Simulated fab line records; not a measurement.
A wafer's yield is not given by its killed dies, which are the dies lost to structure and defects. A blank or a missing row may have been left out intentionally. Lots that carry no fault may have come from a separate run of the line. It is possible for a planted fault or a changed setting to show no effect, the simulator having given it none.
fab line records | flow n5_finfet
record: lots: 7 | wafers: 21
route steps=1938 shown PASSIVATION@1929
start_h: start of the lot's first displayed wafer, in hours after the record's first day | wait_h: hours since the lot's step before | " unchanged from the row above | L1.1+2: several wafers, shown together as one row | - either no value or no given start | * or withheld: withheld | < > ~ a bound
route shown NAME@n: names a module that has steps shown in the file, with the first one's number in the route | usual: average and standard deviation across the fault-free wafers | same: alike in all rows | chamber/n: place in a boat | sites: each site's reading | _std_site: their standard deviation | _edge_site: inner sites' mean taken away from outer sites' mean | radius_mm: for every site, how far away it sits from the centre of the wafer | mask NAME#n: copy n | behind: tool/chamber where the wafer was last shaped | hold: what put the lot on hold/how long, in hours/how the hold closed | device: names the non-switching transistor (n, p or np) | end of line: tests of these same wafers at the route's end | a step given without rows: its recipe and nothing more | killed: the dies lost at the first sort to structure and to defects; this is not the yield of the wafer | map: per-die view of a wafer (x killed, . not killed, _ where there is no die)
set.NAME: the setting as run; set.NAME@STEP: as run at that earlier step | model.NAME: the simulator's own value behind a step, which no gauge read
lots with deliberately changed settings; one table per step, one row per wafer
== steps ==
step: N5_PASSIVATION_PASS_ETCH_47
recipe: chemistry: CF4/O2 | target: SiNx | target_depth_a: 7700 | time_s: 385 | ion_energy_ev: 100 | pressure_mtorr: 40 | source_w: 535 | bias_w: 49 | Ar_flow_sccm: 100 | cf4_flow_sccm: 100 | O2_flow_sccm: 10
lot.wafer | tool        | chamber | start_h | wait_h | set.time_s | model.etch.depth_nm
L076.2    | rie_diel-06 | 3       | 306.20  | 0.0    | 385        | 782.4
L076.3    | "           | 2       | "       | "      | 385        | 789.6
L076.4    | "           | 0       | "       | "      | 385        | 764.8
L074.3    | rie_diel-06 | 1       | 307.16  | 0.0    | 385        | 789.1
L074.5    | "           | 0       | "       | "      | 385        | 765.5
L074.6    | "           | 3       | "       | "      | 309.7      | 633.4
L079.1    | rie_diel-04 | 1       | 339.56  | 0.0    | 385        | 780.6
L079.4    | "           | 0       | "       | "      | 320        | 635.5
L079.6    | "           | 2       | "       | "      | 320        | 645.1
L083.1    | rie_diel-03 | 1       | 359.76  | 0.0    | 385        | 764.8
L083.5    | "           | 2       | "       | "      | 385        | 743.3
L083.6    | "           | 3       | "       | "      | 385        | 769.4
L092.2    | rie_diel-04 | 3       | 409.83  | 0.0    | 310.5      | 637.7
L092.5    | "           | 0       | "       | "      | 385        | 757.7
L092.6    | "           | 1       | "       | "      | 310.5      | 624.4
L088.1    | rie_diel-04 | 2       | 415.66  | 0.0    | 385        | 765.5
L088.3    | "           | 1       | "       | "      | 385        | 768.3
L088.5    | "           | 0       | "       | "      | 385        | 757.6
L095.1    | rie_diel-04 | 0       | 438.02  | 0.0    | 385        | 753.5
L095.4    | "           | 2       | "       | "      | 385        | 756.2
L095.5    | "           | 3       | "       | "      | 385        | 786.9
step: N5_PASSIVATION_ETCH_54
recipe: chemistry: CHF3/O2 | target: SiO2 | target_depth_a: 8800 | CHF3_flow_sccm: 50 | O2_flow_sccm: 5 | Ar_flow_sccm: 200 | time_s: 440 | mask_material: PR | pressure_mtorr: 30 | source_w: 650 | bias_w: 170 | ion_energy_ev: 200
step: N5_PASSIVATION_STRIP_48
recipe: chemistry: O2 | power_w: 600 | temp_c: 60 | pressure_mtorr: 30 | rf_frequency_hz: 6e+07 | bias_power_w: 0 | overash_fraction: 0.5 | o2_flow_sccm: 225
step: N5_PASSIVATION_SRD_72
recipe: dry: ipa_marangoni | time_s: 30 | temp_c: 23 | rinse_liquid: diw
step: N5_PASSIVATION_ANNEAL_56
recipe: temp_c: 400 | time_s: 1800 | ambient: FGA | idle_temp_c: 300 | ramp_up_c_per_min: 5 | ramp_down_c_per_min: 3
step: N5_PASSIVATION_PROBE_49
usual: defect_limited_yield: 91.2/1.4 | killed_at_M0_to_M3: 34/9.4 | killed_at_M4_up: 14/5.6 | killed_at_contacts: 13/7.8 | killed_at_front_end: 37/10 | killed_at_other: 4/3.3 | killed_dies: 103/17 | killed_open: 68/13 | killed_short: 33/8.2 | sort_bin_4_leakage: 0.00/0.0071 | sort_bin_5_function: 5.1/0.92 | sort_bin_6_memory: 3.3/0.71 | sort_n_pass: 1077/17 | sort_yield_pct: 91.2/1.4
same: gross_dies: 1180 | killed_at_back_side: 0 | sort_bin_8_speed[%]: 0
lot.wafer | tool      | chamber | start_h | wait_h | set.time_s@PASSIVATION_PASS_ETCH_47 | defect_limited_yield[%] | killed_at_M0_to_M3 | killed_at_M4_up | killed_at_contacts | killed_at_front_end | killed_at_other | killed_dies | killed_open | killed_short | sort_bin_4_leakage[%] | sort_bin_5_function[%] | sort_bin_6_memory[%] | sort_n_pass | sort_yield_pct[%]
L076.2    | prober-01 | -       | 309.28  | 0.1    | 385                                 | 90.5                    | 47                 | 12              | 11                 | 32                  | 10              | 112         | 77          | 33           | 0                     | 5.5                    | 3.7                  | 1068        | 90.5
L076.3    | prober-01 | -       | 309.33  | 0.1    | 385                                 | 90.0                    | 45                 | 17              | 6                  | 45                  | 5               | 118         | 76          | 34           | 0                     | 5.2                    | 4.1                  | 1062        | 90.0
L076.4    | prober-01 | -       | 309.38  | 0.2    | 385                                 | 91.5                    | 32                 | 17              | 11                 | 36                  | 4               | 100         | 65          | 35           | 0                     | 4.7                    | 3.5                  | 1080        | 91.5
L074.3    | prober-02 | -       | 310.57  | 0.1    | 385                                 | 91.8                    | 31                 | 15              | 22                 | 29                  | 0               | 97          | 66          | 26           | 0                     | 4.1                    | 3.6                  | 1083        | 91.8
L074.5    | prober-02 | -       | 310.67  | 0.2    | 385                                 | 90.5                    | 39                 | 9               | 20                 | 31                  | 13              | 112         | 71          | 40           | 0                     | 5.1                    | 4.1                  | 1068        | 90.5
L074.6    | prober-02 | -       | 310.72  | 0.3    | 309.7                               | 15.8                    | 31                 | 7               | 51                 | 51                  | 854             | 994         | 101         | 40           | 0                     | 79.1                   | 4.7                  | 186         | 15.8
L079.1    | prober-01 | -       | 342.57  | 0.0    | 385                                 | 90.0                    | 25                 | 21              | 12                 | 59                  | 1               | 118         | 82          | 31           | 0                     | 5.8                    | 4.1                  | 1062        | 90.0
L079.4    | prober-01 | -       | 342.72  | 0.2    | 320                                 | 19.2                    | 44                 | 12              | 9                  | 26                  | 862             | 953         | 62          | 31           | 0                     | 77.3                   | 3.1                  | 227         | 19.2
L079.6    | prober-01 | -       | 342.82  | 0.3    | 320                                 | 32.0                    | 27                 | 22              | 15                 | 45                  | 693             | 802         | 77          | 31           | 0                     | 64.2                   | 3.3                  | 378         | 32.0
L083.1    | prober-01 | -       | 362.77  | 0.0    | 385                                 | 93.5                    | 37                 | 9               | 8                  | 21                  | 2               | 77          | 57          | 20           | 0                     | 4.2                    | 2.4                  | 1103        | 93.5
L083.5    | prober-01 | -       | 362.97  | 0.2    | 385                                 | 91.9                    | 28                 | 7               | 21                 | 30                  | 10              | 96          | 66          | 30           | 0                     | 4.9                    | 2.9                  | 1084        | 91.9
L083.6    | prober-01 | -       | 363.02  | 0.3    | 385                                 | 92.3                    | 28                 | 7               | 23                 | 28                  | 5               | 91          | 65          | 23           | 0.08                  | 4.2                    | 3.5                  | 1088        | 92.2
L092.2    | prober-02 | -       | 412.89  | 0.1    | 310.5                               | 10.8                    | 32                 | 20              | 20                 | 27                  | 953             | 1052        | 73          | 29           | 0                     | 85.4                   | 3.6                  | 128         | 10.8
L092.5    | prober-02 | -       | 413.04  | 0.2    | 385                                 | 91.4                    | 31                 | 35              | 9                  | 24                  | 3               | 102         | 58          | 26           | 0                     | 5.2                    | 3.4                  | 1078        | 91.4
L092.6    | prober-02 | -       | 413.09  | 0.3    | 310.5                               | 6.1                     | 26                 | 17              | 10                 | 41                  | 1014            | 1108        | 60          | 35           | 0                     | 90.9                   | 2.5                  | 72          | 6.1
L088.1    | prober-02 | -       | 418.67  | 0.0    | 385                                 | 92.4                    | 19                 | 13              | 16                 | 36                  | 6               | 90          | 62          | 26           | 0                     | 5.3                    | 2.0                  | 1090        | 92.4
L088.3    | prober-02 | -       | 418.77  | 0.1    | 385                                 | 93.7                    | 32                 | 8               | 4                  | 26                  | 4               | 74          | 48          | 22           | 0                     | 3.3                    | 2.7                  | 1106        | 93.7
L088.5    | prober-02 | -       | 418.87  | 0.2    | 385                                 | 91.9                    | 31                 | 10              | 5                  | 40                  | 9               | 95          | 68          | 25           | 0                     | 4.4                    | 3.5                  | 1085        | 91.9
L095.1    | prober-01 | -       | 441.21  | 0.2    | 385                                 | 72.5                    | 62                 | 202             | 11                 | 47                  | 2               | 324         | 83          | 39           | 0                     | 16.3                   | 9.5                  | 856         | 72.5
L095.4    | prober-01 | -       | 441.36  | 0.4    | 385                                 | 72.6                    | 55                 | 215             | 16                 | 36                  | 1               | 323         | 89          | 28           | 0                     | 14.5                   | 10.8                 | 857         | 72.6
L095.5    | prober-01 | -       | 441.41  | 0.4    | 385                                 | 72.3                    | 68                 | 195             | 31                 | 31                  | 2               | 327         | 104         | 38           | 0                     | 16.4                   | 9.9                  | 853         | 72.3
killed by level:class
L076.2 BEOL_M2:geometric_particle:open=18 MOL_CONTACT_COAG:geometric_particle:open=9 BEOL_M0_SAQP:geometric_particle:short=8 STI_FIN_REVEAL:geometric_particle:open=7 BEOL_M0_SAQP:geometric_particle:open=7 DUMMY_GATE:geometric_particle:open=6 FIN_SAQP:geometric_particle:open=4 BEOL_M2:geometric_particle:short=4
L076.3 BEOL_M2:geometric_particle:open=12 FIN_SAQP:geometric_particle:open=9 STI_FIN_REVEAL:geometric_particle:open=9 FIN_SAQP:geometric_particle:short=7 BEOL_M0_SAQP:geometric_particle:short=7 BEOL_M0_SAQP:geometric_particle:open=7 HKMG_FIN:area_etch=7 MOL_CONTACT_COAG:geometric_particle:open=6
L076.4 MOL_CONTACT_COAG:geometric_particle:open=10 STI_FIN_REVEAL:geometric_particle:open=8 FIN_SAQP:geometric_particle:short=7 BEOL_M2:geometric_particle:short=7 FIN_SAQP:geometric_particle:open=6 BEOL_M2:geometric_particle:open=6 BEOL_M4:geometric_particle:open=6 BEOL_M7:geometric_particle:open=6
L074.3 MOL_CONTACT_COAG:geometric_particle:open=21 BEOL_M3:geometric_particle:open=9 FIN_SAQP:geometric_particle:short=7 BEOL_M0_SAQP:geometric_particle:open=6 BEOL_M4:geometric_particle:open=6 DUMMY_GATE:geometric_particle:open=4 BEOL_M0_SAQP:geometric_particle:short=4 BEOL_M2:geometric_particle:open=4
L074.5 MOL_CONTACT_COAG:geometric_particle:open=14 MIM_TOP:geometric_particle:short=8 BEOL_M0_SAQP:geometric_particle:open=8 BEOL_M3:geometric_particle:open=8 FIN_SAQP:geometric_particle:open=6 FIN_SAQP:geometric_particle:short=6 MOL_CONTACT_COAG:geometric_particle:short=6 BEOL_M0_SAQP:geometric_particle:short=6
L074.6 PASSIVATION:area_etch=853 MOL_CONTACT_COAG:geometric_particle:open=42 STI_FIN_REVEAL:geometric_particle:open=13 FIN_SAQP:geometric_particle:short=9 MOL_CONTACT_COAG:geometric_particle:short=9 FIN_SAQP:geometric_particle:open=7 BEOL_M0_SAQP:geometric_particle:short=7 BEOL_M2:geometric_particle:open=7
L079.1 MOL_CONTACT_COAG:geometric_particle:open=11 FIN_SAQP:geometric_particle:short=10 FIN_SAQP:geometric_particle:open=9 STI_FIN_REVEAL:geometric_particle:open=9 GATE_CUT:geometric_particle:open=8 BEOL_M4:geometric_particle:open=8 BEOL_M2:geometric_particle:open=6 GATE_CUT:geometric_particle:short=5
L079.4 PASSIVATION:area_etch=858 BEOL_M3:geometric_particle:open=12 BEOL_M0_SAQP:geometric_particle:open=11 FIN_SAQP:geometric_particle:short=9 BEOL_M0_SAQP:geometric_particle:short=9 MOL_CONTACT_COAG:geometric_particle:open=9 BEOL_M2:geometric_particle:open=7 FIN_SAQP:geometric_particle:open=5
L079.6 PASSIVATION:area_etch=689 MOL_CONTACT_COAG:geometric_particle:open=12 STI_FIN_REVEAL:geometric_particle:open=11 BEOL_M3:geometric_particle:open=8 BEOL_M4:geometric_particle:open=8 FIN_SAQP:geometric_particle:short=6 FIN_SAQP:geometric_particle:open=5 BEOL_M2:geometric_particle:open=5
L083.1 BEOL_M0:geometric_particle:open=8 BEOL_M1:geometric_particle:open=8 BEOL_M2:geometric_particle:open=7 FIN_SAQP:geometric_particle:open=6 MOL_CONTACT_COAG:geometric_particle:open=6 FIN_SAQP:geometric_particle:short=5 BEOL_M0_SAQP:geometric_particle:open=5 BEOL_M6:geometric_particle:open=4
L083.5 MOL_CONTACT_COAG:geometric_particle:open=17 FIN_SAQP:geometric_particle:short=9 BEOL_M2:geometric_particle:open=8 FIN_SAQP:geometric_particle:open=7 BEOL_M0:geometric_particle:open=5 MOL_CONTACT_COAG:geometric_particle:short=4 BEOL_M3:geometric_particle:open=4 MIM_TOP:geometric_particle:open=4
L083.6 MOL_CONTACT_COAG:geometric_particle:open=18 BEOL_M3:geometric_particle:open=7 BEOL_M2:geometric_particle:open=6 MOL_CONTACT_COAG:geometric_particle:short=5 BEOL_M0:geometric_particle:open=4 STI_FIN_REVEAL:geometric_particle:open=4 DUMMY_GATE:geometric_particle:open=4 BEOL_M4:geometric_particle:open=4
L092.2 PASSIVATION:area_etch=949 MOL_CONTACT_COAG:geometric_particle:open=17 BEOL_M4:geometric_particle:open=12 BEOL_M3:geometric_particle:open=11 BEOL_M0_SAQP:geometric_particle:short=7 STI_FIN_REVEAL:geometric_particle:open=6 BEOL_M0_SAQP:geometric_particle:open=5 ILD0:geometric_particle:open=4
L092.5 BEOL_M4:area_expose=15 BEOL_M4:geometric_particle:open=10 BEOL_M0_SAQP:geometric_particle:open=9 BEOL_M0_SAQP:geometric_particle:short=8 MOL_CONTACT_COAG:geometric_particle:open=7 FIN_SAQP:geometric_particle:open=5 STI_FIN_REVEAL:geometric_particle:open=4 GATE_CUT:geometric_particle:open=4
L092.6 PASSIVATION:area_etch=1013 BEOL_M0_SAQP:geometric_particle:open=13 GATE_CUT:geometric_particle:short=10 BEOL_M4:geometric_particle:open=10 MOL_CONTACT_COAG:geometric_particle:open=8 FIN_SAQP:geometric_particle:short=7 FIN_SAQP:geometric_particle:open=5 STI_FIN_REVEAL:geometric_particle:open=4
L088.1 MOL_CONTACT_COAG:geometric_particle:open=15 FIN_SAQP:geometric_particle:open=10 STI_FIN_REVEAL:geometric_particle:open=7 BEOL_M0_SAQP:geometric_particle:short=7 GATE_CUT:geometric_particle:short=4 BEOL_M4:geometric_particle:open=4 BEOL_M6:geometric_particle:open=4 SPACER0:geometric_particle:open=3
L088.3 BEOL_M3:geometric_particle:open=8 STI_FIN_REVEAL:geometric_particle:open=6 BEOL_M0_SAQP:geometric_particle:open=6 BEOL_M1:geometric_particle:open=6 FIN_SAQP:geometric_particle:short=4 FIN_SAQP:geometric_particle:open=3 STI_FIN_REVEAL:geometric_particle:short=3 MOL_CONTACT_COAG:geometric_particle:open=3
L088.5 BEOL_M3:geometric_particle:open=9 STI_FIN_REVEAL:geometric_particle:open=8 BEOL_M4:geometric_particle:open=8 FIN_SAQP:geometric_particle:open=6 BEOL_M1:geometric_particle:open=6 GATE_CUT:geometric_particle:short=5 MOL_CONTACT_COAG:geometric_particle:open=5 BEOL_M3:geometric_particle:short=4
L095.1 BEOL_M4:area_expose=189 BEOL_M1:geometric_particle:open=14 BEOL_M0_SAQP:geometric_particle:open=13 BEOL_M3:geometric_particle:open=12 GATE_CUT:geometric_particle:short=11 STI_FIN_REVEAL:geometric_particle:open=10 MOL_CONTACT_COAG:geometric_particle:open=7 DUMMY_GATE:geometric_particle:open=6
L095.4 BEOL_M4:area_expose=192 BEOL_M3:geometric_particle:open=15 BEOL_M1:geometric_particle:open=14 MOL_CONTACT_COAG:geometric_particle:open=13 HKMG_FIN:area_etch=12 BEOL_M4:geometric_particle:open=11 BEOL_M0_SAQP:geometric_particle:short=8 STI_FIN_REVEAL:geometric_particle:open=7
L095.5 BEOL_M4:area_expose=183 BEOL_M3:geometric_particle:open=31 MOL_CONTACT_COAG:geometric_particle:open=23 STI_FIN_REVEAL:geometric_particle:open=10 MOL_CONTACT_COAG:geometric_particle:short=8 GATE_CUT:geometric_particle:short=7 BEOL_M4:geometric_particle:open=7 BEOL_M1:geometric_particle:open=7
== key ==
split: step: N5_PASSIVATION_PASS_ETCH_47 | setting: time_s | stated: 385 | by: wafer
response: step: N5_PASSIVATION_PASS_ETCH_47 | reading: model.etch.depth_nm | change: +7.33 | per: 1% | r: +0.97
response: step: N5_PASSIVATION_PROBE_49 | reading: defect_limited_yield | change: +4 | per: 1% | r: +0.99
response: step: N5_PASSIVATION_PROBE_49 | reading: killed_at_other | shape: bent | at_lowest: 854 | at_stated: 5 | at_highest: 5
response: step: N5_PASSIVATION_PROBE_49 | reading: killed_dies | shape: bent | at_lowest: 994 | at_stated: 141 | at_highest: 141
response: step: N5_PASSIVATION_PROBE_49 | reading: sort_bin_5_function | shape: bent | at_lowest: 79.1 | at_stated: 6.8 | at_highest: 6.8
response: step: N5_PASSIVATION_PROBE_49 | reading: sort_n_pass | change: +47.2 | per: 1% | r: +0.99
response: step: N5_PASSIVATION_PROBE_49 | reading: sort_yield_pct | change: +4 | per: 1% | r: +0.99
